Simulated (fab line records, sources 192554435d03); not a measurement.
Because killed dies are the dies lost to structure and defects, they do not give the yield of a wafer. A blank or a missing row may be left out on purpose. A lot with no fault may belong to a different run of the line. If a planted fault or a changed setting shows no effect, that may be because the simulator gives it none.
Shared-tool check    flow n5 finfet    Sampled: 10 lots, 29 wafers

== THE REASON FOR OPENING IT ==
At N5_SD_EPI_N_INSPECT_26 the reading raw defect count is flagged on 2 of 10 lots. Fault-free wafers read 205, with a standard deviation of 40.
Rule: a lot is flagged in two cases, either no wafer of it has a number, or all its wafers with numbers fall more than 4 standard deviations from that mean. The rest of the lots are taken to be sound.

lot   measured     on                 raw defect count, wafer by wafer  flag
L160  day 3 07:04  defect inspect-02  188 178 167                       
L162  day 4 00:39  defect inspect-01  212 224 200                       
L164  day 4 05:37  defect inspect-01  290 254 193                       
L166  day 4 18:25  defect inspect-02  236 238 230                       
L169  day 5 16:41  defect inspect-02  177 288                           
L171  day 6 09:28  defect inspect-02  177 193 168                       
L172  day 6 11:12  defect inspect-02  264 243 339                       
L179  day 8 02:44  defect inspect-02  230 209 171                       
L180  day 8 07:51  defect inspect-02  465 477 456                       FLAGGED
L182  day 8 20:58  defect inspect-01  480 432 457                       FLAGGED
Average over the flagged lots: 461; offset from the usual +256, equal to +6 standard deviations.

== LOT BY LOT: THE TOOL USED ==
The record holds 2 process steps before the reading, out of a route of 1938 steps. Every cell lists first the tool, next ch and the chambers used by the sampled wafers, and last the start.
lot   flag     N5_SD_EPI_N_STRIP_38                 N5_SD_EPI_N_PRECLEAN_49
L160           plasma asher-01 ch 0,1, day 3 03:27  remote plasma-01 ch 0, day 3 06:11
L162           plasma asher-01 ch 0,1, day 3 20:45  remote plasma-02 ch 1, day 4 00:12
L164           plasma asher-02 ch 0,1, day 4 01:43  remote plasma-02 ch 0, day 4 05:10
L166           plasma asher-01 ch 0,1, day 4 15:08  remote plasma-02 ch 1, day 4 17:51
L169           plasma asher-02 ch 0,1, day 5 12:47  remote plasma-02 ch 1, day 5 16:14
L171           plasma asher-02 ch 0,1, day 6 04:34  remote plasma-02 ch 0, day 6 09:01
L172           plasma asher-01 ch 0,1, day 6 08:02  remote plasma-02 ch 1, day 6 10:49
L179           plasma asher-01 ch 0,1, day 7 21:50  remote plasma-01 ch 0, day 8 02:17
L180  FLAGGED  plasma asher-01 ch 0,1, day 8 03:56  remote plasma-02 ch 0, day 8 07:25
L182  FLAGGED  plasma asher-01 ch 0,1, day 8 15:35  remote plasma-02 ch 1, day 8 19:07
What the steps here do:
- N5_SD_EPI_N_STRIP_38: strips in N2/H2.
- N5_SD_EPI_N_PRECLEAN_49: cleans in NF3:NH3, afs cycles 1, time 20 s, sublimation time 60 s.
- N5_SD_EPI_N_INSPECT_26: inspects for defects (darkfield).

== FLAGGED AGAINST TOTAL, ONE TOOL AT A TIME (gauges that did the reading follow at the end) ==
step                     tool               lots run  flagged  share of the flagged lots  sound lots run after its first flagged lot
N5_SD_EPI_N_STRIP_38     plasma asher-01    7         2        all                        0
N5_SD_EPI_N_STRIP_38     plasma asher-02    3         0        none                       -
N5_SD_EPI_N_PRECLEAN_49  remote plasma-01   2         0        none                       -
N5_SD_EPI_N_PRECLEAN_49  remote plasma-02   8         2        all                        0
N5_SD_EPI_N_INSPECT_26   defect inspect-01  3         1        some                       0
N5_SD_EPI_N_INSPECT_26   defect inspect-02  7         1        some                       0

== WHAT THE TABLE ALLOWS ==
Every flagged lot went through 2 rows of the table: plasma asher-01 at N5_SD_EPI_N_STRIP_38 and remote plasma-02 at N5_SD_EPI_N_PRECLEAN_49.
- plasma asher-01 at N5_SD_EPI_N_STRIP_38: 2 of its 7 lots flagged. Its last sound lot is L179 (day 7 21:50), its first flagged lot L180 (day 8 03:56): a fault that began between those two fits.
- remote plasma-02 at N5_SD_EPI_N_PRECLEAN_49: 2 of its 8 lots flagged. Its last sound lot is L172 (day 6 10:49), its first flagged lot L180 (day 8 07:25): a fault that began between those two fits.
These 2 tools cannot be told apart by counting lots, since each of them fits a fault that started at some hour. More lots, or a look at what each step does to the wafer, might.

== WHAT THE SIMULATOR HAD PUT IN ==
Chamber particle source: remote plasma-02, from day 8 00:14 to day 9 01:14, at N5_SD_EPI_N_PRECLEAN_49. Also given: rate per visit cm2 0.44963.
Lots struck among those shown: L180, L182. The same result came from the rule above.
